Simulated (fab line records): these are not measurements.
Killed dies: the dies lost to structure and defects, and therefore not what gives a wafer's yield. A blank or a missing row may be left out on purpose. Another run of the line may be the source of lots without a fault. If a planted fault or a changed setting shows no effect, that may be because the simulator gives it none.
Chamber matching | flow n5Finfet | N5_BEOL_M5_DESCUM_33 on rieDiel-04: 4 sister chambers
The step chemistry O2, time 7 s. 14 wafers are shown with their chamber, then 7 later ones without.

== WAFERS WITH THEIR CHAMBER ==
wafer  | chamber | drypumpMotorCurrentA (A) | showerheadPlenumPTorr (Torr) | oesProductAu (a.u.)
L430.1 | 1       | 5.4                      | 2.13                         | 0.93
L430.4 | 0       | 5.4                      | 2.17                         | 0.76
L430.5 | 1       | 5.4                      | 2.13                         | 0.92
L436.2 | 1       | 5.4                      | 2.13                         | 0.90
L436.4 | 0       | 5.4                      | 2.16                         | 0.75
L436.5 | 3       | 6.8                      | 1.98                         | 0.68
L438.1 | 3       | 6.8                      | 1.98                         | 0.67
L438.2 | 0       | 5.4                      | 2.16                         | 0.75
L438.3 | 1       | 5.4                      | 2.13                         | 0.90
L442.3 | 2       | 6.1                      | 2.06                         | 1.00
L442.4 | 1       | 5.4                      | 2.12                         | 0.89
L442.5 | 1       | 5.4                      | 2.12                         | 0.89
L443.2 | 0       | 5.4                      | 2.16                         | 0.74
L443.4 | 3       | 6.7                      | 1.97                         | 0.66

SIGNATURES (averages over the wafers above)
reading               | chamber 0 | chamber 1 | chamber 2 | chamber 3 | scatter within a chamber
drypumpMotorCurrentA  | 5.400     | 5.400     | 6.100     | 6.767     | 0.0258
showerheadPlenumPTorr | 2.1625    | 2.1267    | 2.0600    | 1.9767    | 0.00524
oesProductAu          | 0.7500    | 0.9050    | 1.0000    | 0.6700    | 0.0132
Rule: distance of a wafer from a chamber = root of the sum over the readings of ((wafer's reading minus chamber's mean) / reading's scatter) squared. The wafer belongs to the nearest chamber; if the next one is less than 2 further off, it can't be placed. The scatter: the root of (the sum of the squares of (reading less its chamber's mean) over the shown wafers, divided by (wafers less chambers)).

== WAFERS WITHOUT THEIR CHAMBER ==
wafer  | drypumpMotorCurrentA (A) | showerheadPlenumPTorr (Torr) | oesProductAu (a.u.)
L443.6 | 6.1                      | 2.06                         | 0.99
L445.1 | 5.3                      | 2.16                         | 0.74
L445.4 | 6.8                      | 1.97                         | 0.66
L445.6 | 5.4                      | 2.16                         | 0.74
L448.3 | 5.3                      | 2.16                         | 0.73
L448.4 | 5.4                      | 2.12                         | 0.87
L448.5 | 6.1                      | 2.06                         | 0.94

== THE CHAMBER EACH PASSED THROUGH ==
wafer  | from the rows above | in truth
L443.6 | 2                   | 2
L445.1 | 0                   | 0
L445.4 | 3                   | 3
L445.6 | 0                   | 0
L448.3 | 0                   | 0
L448.4 | 1                   | 1
L448.5 | 2                   | 2
Placed correctly: 7 of 7. Can't be placed from these rows: 0. 0 placed wrongly.
